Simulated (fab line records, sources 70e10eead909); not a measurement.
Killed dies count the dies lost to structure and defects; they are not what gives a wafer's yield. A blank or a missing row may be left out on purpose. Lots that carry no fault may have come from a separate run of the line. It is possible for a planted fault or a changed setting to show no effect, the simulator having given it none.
Which tool was responsible? | flow nand harc | 14 lots, 40 wafers sampled, at 4 steps of a route of 1302

## WHAT THE GAUGES READ, wafer by wafer
The record lacks any reading of a measuring or inspecting step that a usual standard deviation could be used to judge.

## TOOL THAT RAN EACH LOT (tool first, then ch and the chambers of the sampled wafers, then the start)
lot  | NHARC_A_STAIRCASE_TRIM_16                     | NHARC_A_STAIRCASE_TRIM_20          | NHARC_A_STAIRCASE_ETCH_25          | NHARC_A_STAIRCASE_TRIM_26
L483 | rie diel-08 ch 0,1,3, day 15 22:59 or earlier | rie diel-12 ch 2,3, day 15 22:59   | rie diel-12 ch 0,1,3, day 15 23:39 | rie diel-12 ch 0,1,3, no start
L482 | rie diel-12 ch 1,2,3, day 16 01:31 or earlier | rie diel-03 ch 0,2, day 16 01:31   | rie diel-03 ch 0,2, day 16 02:29   | rie diel-03 ch 0,3, no start
L484 | rie diel-03 ch 1,2,3, day 16 20:07 or earlier | rie diel-12 ch 0,1, day 16 20:07   | rie diel-12 ch 0,1, day 16 21:22   | rie diel-12 ch 0,1, no start
L487 | rie diel-08 ch 1,3, day 17 17:22 or earlier   | rie diel-08 ch 2,3, day 17 17:22   | rie diel-08 ch 0,1, day 17 18:01   | rie diel-08 ch 1,2, no start
L488 | rie diel-03 ch 1,2,3, day 18 15:10 or earlier | rie diel-08 ch 0,1,3, day 18 15:10 | rie diel-08 ch 0,2,3, day 18 15:47 | rie diel-08 ch 1,3, no start
L489 | rie diel-12 ch 0,2, day 19 00:49 or earlier   | rie diel-12 ch 2,3, day 19 00:49   | rie diel-12 ch 1,3, day 19 01:28   | rie diel-12 ch 0,1,2, no start
L492 | rie diel-08 ch 2,3, day 20 10:21 or earlier   | rie diel-12 ch 1, day 20 10:21     | rie diel-12 ch 0,1, day 20 11:01   | rie diel-12 ch 0, no start
L491 | rie diel-08 ch 1,3, day 20 13:10 or earlier   | rie diel-08 ch 0,1,3, day 20 13:10 | rie diel-08 ch 0,2,3, day 20 13:49 | rie diel-08 ch 0,1,2, no start
L493 | rie diel-03 ch 0,3, day 20 20:08 or earlier   | rie diel-03 ch 0,3, day 20 20:08   | rie diel-03 ch 1,2,3, day 20 20:48 | rie diel-03 ch 0,2,3, no start
L495 | rie diel-03 ch 1,3, day 20 20:29 or earlier   | rie diel-12 ch 2,3, day 20 20:29   | rie diel-12 ch 2,3, day 20 21:08   | rie diel-12 ch 0,1, no start
L498 | rie diel-08 ch 2,3, day 22 13:41 or earlier   | rie diel-08 ch 0,2,3, day 22 13:41 | rie diel-08 ch 0,1,3, day 22 14:19 | rie diel-08 ch 0,2,3, no start
L501 | rie diel-03 ch 0,2,3, day 23 20:39 or earlier | rie diel-08 ch 0,1,3, day 23 20:39 | rie diel-08 ch 0,1,3, day 23 21:41 | rie diel-12 ch 0,2,3, day 23 21:46
L502 | rie diel-03 ch 0,1,3, day 23 21:05 or earlier | rie diel-12 ch 0,3, day 23 21:05   | rie diel-12 ch 0,3, day 23 21:43   | rie diel-12 ch 0,2,3, no start
L505 | rie diel-12 ch 0,1,2, day 25 12:33 or earlier | rie diel-03 ch 0,1,3, day 25 12:33 | rie diel-03 ch 0,1, day 25 13:13   | rie diel-03 ch 0,1,2, no start
- NHARC_A_STAIRCASE_TRIM_16: chemistry O2, time 211.2 s.
- NHARC_A_STAIRCASE_TRIM_20: chemistry O2, time 211.2 s.
- NHARC_A_STAIRCASE_ETCH_25: etches the open film in C4F8/O2, target depth 100 nm, time 40.5 s.
- NHARC_A_STAIRCASE_TRIM_26: chemistry O2, time 211.2 s.

## AS READ BY THE TOOLS THEMSELVES (means over the sampled wafers that have a number; for cases with no such wafer, the mark the record gives instead)
NHARC_A_STAIRCASE_TRIM_16.
lot  | tool        | drypump motor current A (A) | oes product au (a.u.) | rf vpp V (V) | showerhead plenum p Torr (Torr) | throttle valve pct (%)
L483 | rie diel-08 | 5.7                         | 0.996                 | 57.3         | 3.36                            | 17.043
L482 | rie diel-12 | 5.5                         | 1.000                 | 58.5         | 3.52                            | 17.034
L484 | rie diel-03 | 5.5                         | 0.988                 | 57.8         | 3.57                            | 17.031
L487 | rie diel-08 | 5.9                         | 0.998                 | 57.2         | 3.31                            | 17.035
L488 | rie diel-03 | 5.5                         | 1.007                 | 58.3         | 3.56                            | 17.037
L489 | rie diel-12 | 5.4                         | 1.000                 | 57.7         | 3.48                            | 17.028
L492 | rie diel-08 | 5.8                         | 0.988                 | 57.0         | 3.30                            | 17.027
L491 | rie diel-08 | 5.9                         | 0.999                 | 57.0         | 3.30                            | 17.031
L493 | rie diel-03 | 5.2                         | 1.002                 | 57.7         | 3.55                            | 17.023
L495 | rie diel-03 | 5.4                         | 1.002                 | 58.2         | 3.60                            | 17.029
L498 | rie diel-08 | 5.6                         | 0.999                 | 56.6         | 3.30                            | 17.034
L501 | rie diel-03 | 5.4                         | 0.996                 | 58.6         | 3.49                            | 17.032
L502 | rie diel-03 | 5.3                         | 0.997                 | 58.0         | 3.60                            | 17.038
L505 | rie diel-12 | 5.5                         | 0.987                 | 57.4         | 3.49                            | 17.030

NHARC_A_STAIRCASE_TRIM_20.
lot  | tool        | drypump motor current A (A) | oes product au (a.u.) | rf vpp V (V) | showerhead plenum p Torr (Torr) | throttle valve pct (%)
L483 | rie diel-12 | 5.4                         | 1.005                 | 57.7         | 3.45                            | 17.036
L482 | rie diel-03 | 5.2                         | 0.998                 | 57.6         | 3.58                            | 17.033
L484 | rie diel-12 | 5.6                         | 0.996                 | 58.0         | 3.59                            | 17.032
L487 | rie diel-08 | 5.6                         | 0.996                 | 56.5         | 3.32                            | 17.036
L488 | rie diel-08 | 5.8                         | 1.004                 | 57.2         | 3.35                            | 17.040
L489 | rie diel-12 | 5.3                         | 1.003                 | 57.2         | 3.45                            | 17.039
L492 | rie diel-12 | 5.7                         | 1.007                 | 58.7         | 3.62                            | 17.037
L491 | rie diel-08 | 5.7                         | 0.996                 | 57.0         | 3.34                            | 17.036
L493 | rie diel-03 | 5.2                         | 1.006                 | 58.5         | 3.55                            | 17.035
L495 | rie diel-12 | 5.3                         | 0.996                 | 57.6         | 3.44                            | 17.047
L498 | rie diel-08 | 5.7                         | 1.007                 | 57.8         | 3.33                            | 17.035
L501 | rie diel-08 | 5.8                         | 1.004                 | 56.9         | 3.32                            | 17.031
L502 | rie diel-12 | 5.5                         | 0.996                 | 57.8         | 3.46                            | 17.032
L505 | rie diel-03 | 5.3                         | 0.995                 | 57.7         | 3.59                            | 17.039

NHARC_A_STAIRCASE_ETCH_25.
lot  | tool        | oes product au (a.u.) | rf vpp V (V) | run length s (s)
L483 | rie diel-12 | 0.963                 | 897          | 61.8
L482 | rie diel-03 | 0.942                 | 897          | 62.2
L484 | rie diel-12 | 0.931                 | 897          | 61.6
L487 | rie diel-08 | 0.944                 | 891          | 62.3
L488 | rie diel-08 | 0.947                 | 890          | 61.8
L489 | rie diel-12 | 0.951                 | 897          | 62.4
L492 | rie diel-12 | 0.943                 | 897          | 66.3
L491 | rie diel-08 | 0.942                 | 889          | 62.0
L493 | rie diel-03 | 0.949                 | 897          | 61.9
L495 | rie diel-12 | 0.939                 | 894          | 66.6
L498 | rie diel-08 | 0.945                 | 889          | 61.8
L501 | rie diel-08 | 0.946                 | 889          | 61.7
L502 | rie diel-12 | 0.949                 | 892          | 61.6
L505 | rie diel-03 | 0.949                 | 903          | 61.4

NHARC_A_STAIRCASE_TRIM_26.
lot  | tool        | drypump motor current A (A) | oes product au (a.u.) | rf vpp V (V) | showerhead plenum p Torr (Torr) | throttle valve pct (%)
L483 | rie diel-12 | 5.6                         | 1.005                 | 57.3         | 3.53                            | 17.037
L482 | rie diel-03 | 5.3                         | 0.990                 | 58.0         | 3.51                            | 17.032
L484 | rie diel-12 | 5.6                         | 1.004                 | 58.0         | 3.59                            | 17.032
L487 | rie diel-08 | 6.2                         | 1.007                 | 56.9         | 3.29                            | 17.027
L488 | rie diel-08 | 5.7                         | 1.004                 | 57.4         | 3.32                            | 17.033
L489 | rie diel-12 | 5.5                         | 1.000                 | 58.1         | 3.52                            | 17.033
L492 | rie diel-12 | 5.5                         | 1.005                 | 58.0         | 3.49                            | 17.038
L491 | rie diel-08 | 6.0                         | 0.997                 | 57.2         | 3.33                            | 17.027
L493 | rie diel-03 | 5.3                         | 0.992                 | 57.7         | 3.50                            | 17.034
L495 | rie diel-12 | 5.5                         | 1.000                 | 57.2         | 3.54                            | 17.034
L498 | rie diel-08 | 5.7                         | 0.998                 | 57.4         | 3.33                            | 17.040
L501 | rie diel-12 | 5.4                         | 0.994                 | 57.8         | 3.44                            | 17.037
L502 | rie diel-12 | 5.4                         | 0.994                 | 57.7         | 3.44                            | 17.037
L505 | rie diel-03 | 5.3                         | 1.004                 | 57.5         | 3.60                            | 17.033

## THE ANSWER, worked out from the rows above alone
Rule: usual is defined by the lots themselves. Put in order of their means at a reading, lots are off if they are a third of the lots or fewer, leave a main group of 4 or more, and stand apart from it by a gap of 3 or more times the standard deviation of the main group's means; of several such gaps the widest counts. A main group whose means are all the same, to the digits that the tables above print for the reading, isn't used. Also off: a lot with no number at a reading for which 4 or more lots have one. The other lots that the step has rows for count as sound. The gauges are gone through in route order, then the tools' own readings, and for those a lot's mean is taken as printed above. The first step at which some lot is off is used, and at that step the reading that is off furthest; a lot without a number counts as furthest.
Off at NHARC_A_STAIRCASE_ETCH_25 (run length s): L492, L495. The main group has a mean of 61.9 s with a standard deviation of 0.29.
A tool fits if, at that step or a process step before it, it ran every lot that is off, and no sound lot after the first of them. With no start given for some of its lots, NHARC_A_STAIRCASE_TRIM_16 uses the hours and lot order of NHARC_A_STAIRCASE_TRIM_20. Of those tried, none fits.

## WHAT HAD BEEN PUT IN BY THE SIMULATOR
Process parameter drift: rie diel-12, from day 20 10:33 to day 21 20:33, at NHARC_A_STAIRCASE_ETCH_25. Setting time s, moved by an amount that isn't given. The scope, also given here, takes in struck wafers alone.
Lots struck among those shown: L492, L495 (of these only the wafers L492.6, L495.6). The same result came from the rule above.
